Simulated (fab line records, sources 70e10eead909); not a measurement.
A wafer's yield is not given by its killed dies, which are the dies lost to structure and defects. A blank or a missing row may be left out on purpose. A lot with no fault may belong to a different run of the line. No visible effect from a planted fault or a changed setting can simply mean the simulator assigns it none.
Struck lot and sound lot, side by side ; flow nandHarc ; 16 steps out of a route of 1159
Sound: the wafers L281.2, L281.4, L281.6. Struck: wafer L291.3. (L291.1, L291.2 of the same lot were not struck and are left out.) The cause comes at the end.
Each step with rows lists, per side, the tool, then ch with its chambers, then its first start. Under that, the readings that differ: sound wafers ; struck wafers ; difference of the means ; sigmas: that difference in standard deviations of wafers without a fault.
alike: same words and numbers on both sides, and readings whose means sit less than 2 such deviations apart. not compared: any withheld reading, any reading some wafer has no value for, any bound like >300 that may hide the same value, and any number with overlapping values for which the record gives no deviation.
The two part at a step that has a row with sigmas, a row that says differs or no value, or rows on one side only. When numbers do not overlap yet have no deviation, they are printed without sigmas and do not part them. A reading missing from all wafers of one side parts the sides only when that side holds two or more wafers.

NHARC_A_M1_PRE_CLEAN_30: time 30 s.
  sound on pvdSputter-03; struck on pvdSputter-01
  alike: heaterPowerW
NHARC_A_M1_PVD_20: deposits TaN, target thk 5 nm, time 8.06 s.
  sound on pvdSputter-03; struck on pvdSputter-01
  alike: throttleValvePct
NHARC_A_M1_PVD_21: deposits Cu, target thk 30 nm, time 20.49 s.
  sound on pvdSputter-03; struck on pvdSputter-01
  alike: throttleValvePct
then, 1 step without rows for these wafers: NHARC_A_M1_ECD_22 (material Cu, target thk 400 nm).
NHARC_A_M1_ANNEAL_31: time 90 s.
  sound on rtpAnneal-01 ch 0, day 19 02:09; struck on rtpAnneal-02 ch 0, day 22 01:31
  alike: wafer_temp_C_max
then, 1 step without rows for these wafers: NHARC_A_M1_CMP_23 (polishes, t overpolish 20 s, target thk 154.34 nm).
NHARC_A_M1_THK_MEAS_24: measures by xrf.
  sound: filmMetro-02 at day 19 02:46; struck: filmMetro-01 at day 22 02:10
  alike: thkNm
after that, 1 step had no rows for these wafers: NHARC_A_M1_SRD_25.
NHARC_A_M1_INSPECT_27:
  sound: defectInspect-02 at day 19 02:55; struck: defectInspect-02 at day 22 02:19
  alike: rawDefectCount
NHARC_A_M1_PRE_CLEAN_32: time 12 s.
  sound on pecvd-01 ch 0,1,2, day 19 03:01; struck on pecvd-01 ch 2, day 22 02:23
  alike: heaterPowerW
then, 1 step without rows for these wafers: NHARC_A_M1_DEP_33 (deposits SiCN, target thk 30 nm).
NHARC_A_BONDPAD_DEP_00: deposits SiCN, target thk 250 nm.
  sound on pecvd-04 ch 0,2, day 19 03:40; struck on pecvd-03 ch 2, day 22 03:04
  alike: heaterPowerW
then, 1 step without rows for these wafers: NHARC_A_BONDPAD_CMP_29 (polishes SiCN, target thk 200 nm).
NHARC_A_BONDPAD_THK_MEAS_30: measures by ellipsometry.
  sound: filmMetro-02 at day 19 04:17; struck: filmMetro-01 at day 22 03:43
reading;sound;struck;difference;sigmas
thkNm (nm);197.2 197.9 201.0;172.0;-26.7;-18
then, 2 steps without rows for these wafers: NHARC_A_BONDPAD_SRD_31; NHARC_END_SORT_01.

## WHERE THEY PART
Only at NHARC_A_BONDPAD_THK_MEAS_30, within this record.

WHY: the cause the simulator had injected
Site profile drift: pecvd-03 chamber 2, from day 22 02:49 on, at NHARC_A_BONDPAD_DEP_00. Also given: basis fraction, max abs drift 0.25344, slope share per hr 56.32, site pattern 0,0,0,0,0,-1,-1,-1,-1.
